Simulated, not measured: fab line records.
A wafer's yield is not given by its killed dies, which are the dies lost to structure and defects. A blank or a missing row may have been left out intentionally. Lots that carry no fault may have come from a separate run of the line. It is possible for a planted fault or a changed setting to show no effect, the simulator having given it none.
What tool caused it? ; flow n5Finfet ; 24 lots with 72 wafers sampled at 5 steps, on a route of 1938 steps

WHAT THE GAUGES SHOWED, per wafer
N5_MOL_CONTACT_COAG_THK_MEAS_29. Usual: for MD_CAP_THK the level is 17.93 nm and the standard deviation is 0.11.
lot;measured;on;MD_CAP_THK (nm);flag
L074;day 5 05:35;filmMetro-02;17.93 17.90 17.90;
L075;day 5 15:04;filmMetro-02;18.05 18.09 18.16;
L076;day 5 18:22;filmMetro-01;17.94 17.86 17.89;
L077;day 5 20:43;filmMetro-01;17.90 17.86 17.79;
L078;day 6 03:22;filmMetro-01;17.85 17.96 17.94;
L079;day 6 10:17;filmMetro-01;17.88 17.79 17.94;
L080;day 6 14:02;filmMetro-02;17.83 17.95 17.93;
L081;day 6 19:35;filmMetro-01;17.89 17.96 17.96;
L082;day 7 00:41;filmMetro-02;17.92 17.99 18.04;
L083;day 7 08:37;filmMetro-01;17.72 17.85 17.86;
L084;day 7 16:39;filmMetro-01;18.21 18.22 18.01;
L085;day 7 17:11;filmMetro-01;17.90 17.96 18.04;
L086;day 7 22:31;filmMetro-01;18.17 17.88 18.00;
L087;day 8 09:34;filmMetro-01;17.90 17.94 17.83;
L088;day 8 14:28;filmMetro-01;17.70 17.73 17.76;
L089;day 8 19:12;filmMetro-02;17.92 17.89 17.98;
L090;day 9 05:35;filmMetro-01;18.05 17.90 18.04;
L091;day 9 07:18;filmMetro-01;17.98 17.99 18.19;
L092;day 9 13:07;filmMetro-02;17.81 17.93 17.86;
L093;day 9 19:02;filmMetro-02;17.92 17.89 17.91;
L094;day 10 09:58;filmMetro-01;17.90 18.01 17.91;
L095;day 10 10:43;filmMetro-01;17.85 17.80 17.90;
L096;day 10 15:06;filmMetro-01;17.93 18.06 17.91;
L097;day 10 20:58;filmMetro-02;17.81 17.89 17.80;

N5_MOL_CONTACT_COAG_CD_MEAS_84 targets a cd of 25.1 nm. Usual: cdNm at 25.13 nm, with a standard deviation of 0.24.
lot;measured;on;cdNm (nm);flag
L074;day 5 06:56;cdSem-03;25.41 25.26 25.42;
L075;day 5 16:04;cdSem-01;24.90 25.19 24.84;
L076;day 5 19:14;cdSem-03;25.41 25.54 25.23;
L077;day 5 21:36;cdSem-01;25.13 25.15 25.20;
L078;day 6 04:15;cdSem-01;25.20 24.97 25.10;
L079;day 6 11:10;cdSem-03;25.28 25.11 25.31;
L080;day 6 15:02;cdSem-02;25.50 25.29 25.08;
L081;day 6 20:39;cdSem-02;25.45 25.13 25.44;
L082;day 7 01:42;cdSem-02;24.87 24.66 24.59;
L083;day 7 09:43;cdSem-03;25.07 25.25 25.20;
L084;day 7 17:33;cdSem-01;25.17 24.57 25.24;
L085;day 7 18:03;cdSem-02;25.50 25.55 25.08;
L086;day 7 23:32;cdSem-03;24.90 25.31 25.02;
L087;day 8 10:34;cdSem-01;24.95 25.70 25.11;
L088;day 8 15:29;cdSem-01;25.11 24.95 24.89;
L089;day 8 20:05;cdSem-01;24.80 25.17 25.09;
L090;day 9 06:35;cdSem-03;25.37 25.50 25.27;
L091;day 9 08:11;cdSem-03;25.27 24.97 24.83;
L092;day 9 14:10;cdSem-02;24.72 25.06 24.97;
L093;day 9 19:56;cdSem-02;25.25 25.10 24.79;
L094;day 10 11:22;cdSem-01;25.28 24.94 24.90;
L095;day 10 11:37;cdSem-03;24.61 24.77 24.71;
L096;day 10 16:07;cdSem-03;25.32 25.22 25.47;
L097;day 10 21:58;cdSem-02;25.26 24.74 25.36;

WHICH TOOL RAN EACH LOT (tool, then ch and the chambers of the sampled wafers, then the start)
lot;N5_MOL_CONTACT_COAG_ALD_20;N5_MOL_CONTACT_COAG_SIL_ANNEAL_21;N5_MOL_CONTACT_COAG_CO_FILL_22
L074;aldMetal-03 ch 0,1, day 4 21:30;rtpAnneal-02 ch 0, day 4 21:56;cvdCo-02 ch 0,1,2, day 4 22:22
L075;aldMetal-03 ch 2,3, day 5 09:03;rtpAnneal-02 ch 0, day 5 09:34;cvdCo-01 ch 0,1,2, day 5 09:58
L076;aldMetal-03 ch 0,1,2, day 5 10:15;rtpAnneal-01 ch 0, day 5 11:05;cvdCo-02 ch 0,1, day 5 12:15
L077;aldMetal-01 ch 0,1, day 5 13:55;rtpAnneal-02 ch 0, day 5 14:20;cvdCo-01 ch 1,2, day 5 15:34
L078;aldMetal-01 ch 0,2,3, day 5 19:49;rtpAnneal-01 ch 0, day 5 20:12;cvdCo-02 ch 0,1, day 5 21:40
L079;aldMetal-03 ch 0,2,3, day 6 03:26;rtpAnneal-01 ch 0, day 6 03:59;cvdCo-01 ch 0,2, day 6 04:46
L080;aldMetal-01 ch 0,2,3, day 6 07:05;rtpAnneal-01 ch 0, day 6 07:29;cvdCo-02 ch 0,1,2, day 6 08:19
L081;aldMetal-04 ch 1,2, day 6 12:30;rtpAnneal-01 ch 0, day 6 12:56;cvdCo-01 ch 0,2, day 6 13:52
L082;aldMetal-03 ch 0,2,3, day 6 18:51;rtpAnneal-02 ch 0, day 6 19:17;cvdCo-02 ch 0,1,2, day 6 19:55
L083;aldMetal-03 ch 0,2,3, day 7 00:41;rtpAnneal-01 ch 0, day 7 00:59;cvdCo-02 ch 0,1,2, day 7 02:51
L084;aldMetal-01 ch 0,1,2, day 7 08:56;rtpAnneal-01 ch 0, day 7 09:23;cvdCo-02 ch 0,1,2, day 7 10:12
L085;aldMetal-04 ch 1,2,3, day 7 10:18;rtpAnneal-02 ch 0, day 7 10:43;cvdCo-02 ch 1,2, day 7 11:49
L086;aldMetal-03 ch 0,2,3, day 7 14:41;rtpAnneal-01 ch 0, day 7 15:03;cvdCo-01 ch 0,1, day 7 17:59
L087;aldMetal-01 ch 0,2, day 8 00:23;rtpAnneal-02 ch 0, day 8 00:46;cvdCo-02 ch 0,1,2, day 8 04:39
L088;aldMetal-03 ch 0,2,3, day 8 06:07;rtpAnneal-02 ch 0, day 8 06:44;cvdCo-02 ch 0,1, day 8 07:08
L089;aldMetal-03 ch 1,2,3, day 8 11:29;rtpAnneal-02 ch 0, day 8 12:07;cvdCo-02 ch 0,1,2, day 8 13:55
L090;aldMetal-03 ch 1,3, day 8 22:30;rtpAnneal-02 ch 0, day 8 22:53;cvdCo-01 ch 0, day 9 00:04
L091;aldMetal-03 ch 1,2,3, day 8 23:23;rtpAnneal-01 ch 0, day 8 23:53;cvdCo-02 ch 1,2, day 9 02:17
L092;aldMetal-03 ch 1,3, day 9 06:42;rtpAnneal-02 ch 0, day 9 07:06;cvdCo-01 ch 0,1, day 9 07:48
L093;aldMetal-03 ch 2,3, day 9 12:27;rtpAnneal-02 ch 0, day 9 12:51;cvdCo-02 ch 0,1,2, day 9 13:22
L094;aldMetal-03 ch 1,2,3, day 10 01:11;rtpAnneal-01 ch 0, day 10 01:33;cvdCo-01 ch 0,2, day 10 03:38
L095;aldMetal-04 ch 0,1,2, day 10 01:17;rtpAnneal-01 ch 0, day 10 01:44;cvdCo-02 ch 0,1,2, day 10 03:48
L096;aldMetal-01 ch 1,2,3, day 10 06:40;rtpAnneal-02 ch 0, day 10 07:08;cvdCo-01 ch 0,1,2, day 10 07:59
L097;aldMetal-03 ch 0,2, day 10 12:34;rtpAnneal-01 ch 0, day 10 12:58;cvdCo-01 ch 1,2, day 10 15:55
- N5_MOL_CONTACT_COAG_ALD_20: deposits TiN, target thk 1.5 nm, pulse time 1 s, purge time 3 s.
- N5_MOL_CONTACT_COAG_SIL_ANNEAL_21: time 60 s.
- N5_MOL_CONTACT_COAG_CO_FILL_22: material Co, precursor CCTBA/H2, target thk 20 nm.

AS READ BY THE TOOLS THEMSELVES (means over the sampled wafers that have a number; for cases with no such wafer, the mark the record gives instead)
N5_MOL_CONTACT_COAG_ALD_20. Usual: heaterPowerW 870 W, standard deviation 87; precursorPulseHeightRel 0.999, standard deviation 0.021.
lot;tool;heaterPowerW (W);precursorPulseHeightRel;flag
L074;aldMetal-03;966;0.985;
L075;aldMetal-03;887;1.002;
L076;aldMetal-03;878;1.020;
L077;aldMetal-01;822;0.999;
L078;aldMetal-01;832;1.008;
L079;aldMetal-03;866;0.993;
L080;aldMetal-01;821;1.007;
L081;aldMetal-04;787;1.004;
L082;aldMetal-03;878;1.000;
L083;aldMetal-03;870;1.011;
L084;aldMetal-01;794;0.995;
L085;aldMetal-04;861;0.993;
L086;aldMetal-03;861;1.006;
L087;aldMetal-01;808;0.996;
L088;aldMetal-03;885;1.013;
L089;aldMetal-03;902;0.999;
L090;aldMetal-03;975;0.998;
L091;aldMetal-03;898;0.997;
L092;aldMetal-03;949;0.969;
L093;aldMetal-03;886;0.975;
L094;aldMetal-03;900;0.992;
L095;aldMetal-04;861;1.011;
L096;aldMetal-01;806;0.989;
L097;aldMetal-03;835;0.990;

N5_MOL_CONTACT_COAG_SIL_ANNEAL_21. Usual: lampPowerPct 5.95 %, standard deviation 0.25; lamp_zone_4_pct 5.95 %, standard deviation 0.25; wafer_temp_C_max 552.2, standard deviation 0.58.
lot;tool;lampPowerPct (%);lamp_zone_4_pct (%);wafer_temp_C_max;flag
L074;rtpAnneal-02;5.71;5.70;552.0;
L075;rtpAnneal-02;5.70;5.71;551.9;
L076;rtpAnneal-01;6.20;6.19;552.4;
L077;rtpAnneal-02;5.70;5.71;551.9;
L078;rtpAnneal-01;6.19;6.19;552.8;
L079;rtpAnneal-01;6.19;6.19;551.8;
L080;rtpAnneal-01;6.20;6.20;552.7;
L081;rtpAnneal-01;6.19;6.20;553.0;
L082;rtpAnneal-02;5.71;5.70;551.9;
L083;rtpAnneal-01;6.20;6.19;552.9;
L084;rtpAnneal-01;6.19;6.20;552.4;
L085;rtpAnneal-02;5.71;5.71;551.9;
L086;rtpAnneal-01;6.19;6.20;552.5;
L087;rtpAnneal-02;5.70;5.71;552.2;
L088;rtpAnneal-02;5.70;5.70;552.0;
L089;rtpAnneal-02;5.71;5.70;552.2;
L090;rtpAnneal-02;5.70;5.71;551.7;
L091;rtpAnneal-01;6.20;6.20;552.6;
L092;rtpAnneal-02;5.71;5.70;551.9;
L093;rtpAnneal-02;5.70;5.71;551.6;
L094;rtpAnneal-01;6.19;6.19;552.4;
L095;rtpAnneal-01;6.20;6.20;552.8;
L096;rtpAnneal-02;5.70;5.70;551.8;
L097;rtpAnneal-01;6.19;6.19;552.6;

N5_MOL_CONTACT_COAG_CO_FILL_22. Usual: heaterPowerW at 237 W, with a standard deviation of 21.
lot;tool;heaterPowerW (W);flag
L074;cvdCo-02;249;
L075;cvdCo-01;215;
L076;cvdCo-02;261;
L077;cvdCo-01;220;
L078;cvdCo-02;260;
L079;cvdCo-01;213;
L080;cvdCo-02;251;
L081;cvdCo-01;217;
L082;cvdCo-02;254;
L083;cvdCo-02;252;
L084;cvdCo-02;252;
L085;cvdCo-02;249;
L086;cvdCo-01;213;
L087;cvdCo-02;254;
L088;cvdCo-02;259;
L089;cvdCo-02;253;
L090;cvdCo-01;207;
L091;cvdCo-02;243;
L092;cvdCo-01;217;
L093;cvdCo-02;252;
L094;cvdCo-01;213;
L095;cvdCo-02;251;
L096;cvdCo-01;222;
L097;cvdCo-01;224;

THE ANSWER, worked out from the rows above alone
Rule: lot off if the mean of its wafers having a number is beyond 3 standard deviations from the usual mean. Also off: a lot with no number at a reading for which 4 or more lots have one. All remaining lots with rows at the step are treated as sound. The gauges are gone through in route order, then the tools' own readings, and for those a lot's mean is taken as printed above. At the first step where some lot is off, the reading lying furthest off is the one used; lots without a number count as furthest.
No lot is off at any reading shown: from this, nothing can be told.

WHAT THE SIMULATOR PUT IN
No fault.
